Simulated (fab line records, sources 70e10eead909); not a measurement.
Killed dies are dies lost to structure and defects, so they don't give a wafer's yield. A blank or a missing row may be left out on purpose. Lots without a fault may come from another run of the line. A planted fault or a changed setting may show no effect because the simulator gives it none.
Chamber matching | flow nand_harc | NHARC_A_STAIRCASE_TRIM_220 on rie_diel-08: 4 sister chambers
The step chemistry O2, time 211.2 s. 27 wafers are shown with their chamber, then 12 later ones without.

WAFERS WITH THEIR CHAMBER
wafer  | chamber | drypump_motor_current_A (A) | showerhead_plenum_p_Torr (Torr) | rf_vpp_V (V)
L079.1 | 0       | 5.7                         | 3.27                            | 57.1
L079.2 | 3       | 5.1                         | 3.41                            | 56.4
L079.6 | 3       | 5.1                         | 3.41                            | 58.8
L080.1 | 1       | 5.4                         | 3.63                            | 55.6
L080.4 | 3       | 5.1                         | 3.40                            | 55.7
L080.5 | 2       | 4.8                         | 3.70                            | 57.3
L083.2 | 1       | 5.4                         | 3.62                            | 57.5
L083.4 | 3       | 5.1                         | 3.40                            | 56.6
L083.5 | 2       | 4.9                         | 3.70                            | 57.8
L085.3 | 3       | 5.1                         | 3.40                            | 58.0
L085.4 | 1       | 5.4                         | 3.62                            | 57.4
L085.5 | 0       | 5.8                         | 3.80                            | 57.4
L088.1 | 1       | 5.4                         | 3.62                            | 56.7
L088.3 | 2       | 4.8                         | 3.70                            | 58.8
L088.6 | 1       | 5.4                         | 3.62                            | 58.1
L091.2 | 2       | 4.9                         | 3.69                            | 57.4
L091.3 | 0       | 5.7                         | 3.80                            | 57.3
L091.4 | 1       | 5.4                         | 3.62                            | 57.1
L089.2 | 0       | 5.7                         | 3.80                            | 57.8
L089.3 | 1       | 5.4                         | 3.62                            | 56.1
L089.4 | 2       | 4.9                         | 3.69                            | 59.3
L092.1 | 2       | 4.8                         | 3.69                            | 58.7
L092.3 | 1       | 5.4                         | 3.62                            | 58.6
L092.6 | 1       | 5.4                         | 3.62                            | 58.0
L092.2 | 3       | 5.1                         | 3.39                            | 57.3
L092.4 | 0       | 5.7                         | 3.80                            | 58.0
L092.5 | 2       | 4.8                         | 3.69                            | 57.4

SIGNATURES (means of the wafers above)
reading                  | chamber 0 | chamber 1 | chamber 2 | chamber 3 | scatter within a chamber
drypump_motor_current_A  | 5.720     | 5.400     | 4.843     | 5.100     | 0.0331
showerhead_plenum_p_Torr | 3.6940    | 3.6211    | 3.6943    | 3.4017    | 0.099
rf_vpp_V                 | 57.520    | 57.233    | 58.100    | 57.133    | 0.898
Rule: a wafer's distance from a chamber is the root of the sum, over the readings, of the square of ((its reading less the chamber's mean) divided by the reading's scatter). The wafer belongs to the nearest chamber; if the next one is less than 2 further off, it can't be placed. The scatter: the root of (the sum of the squares of (reading less its chamber's mean) over the shown wafers, divided by (wafers less chambers)).

WAFERS WITHOUT THEIR CHAMBER
wafer  | drypump_motor_current_A (A) | showerhead_plenum_p_Torr (Torr) | rf_vpp_V (V)
L086.1 | 5.4                         | 3.62                            | 58.5
L086.2 | 5.7                         | 3.80                            | 58.6
L086.6 | 4.8                         | 3.69                            | 58.6
L090.1 | 4.9                         | 3.69                            | 57.1
L090.2 | 5.7                         | 3.80                            | 58.5
L090.5 | 5.1                         | 3.39                            | 58.5
L094.1 | 5.4                         | 3.61                            | 58.5
L094.2 | 4.9                         | 3.69                            | 58.6
L094.3 | 5.7                         | 3.79                            | 57.8
L093.3 | 5.4                         | 3.61                            | 58.0
L093.4 | 5.7                         | 3.79                            | 58.1
L093.6 | 5.4                         | 3.61                            | 58.5

WHICH CHAMBER EACH WENT THROUGH
wafer  | from the rows above | in truth
L086.1 | 1                   | 1
L086.2 | 0                   | 0
L086.6 | 2                   | 2
L090.1 | 2                   | 2
L090.2 | 0                   | 0
L090.5 | 3                   | 3
L094.1 | 1                   | 1
L094.2 | 2                   | 2
L094.3 | 0                   | 0
L093.3 | 1                   | 1
L093.4 | 0                   | 0
L093.6 | 1                   | 1
Placed correctly: 12 of 12. Can't be placed from these rows: 0. Placed wrongly: 0.
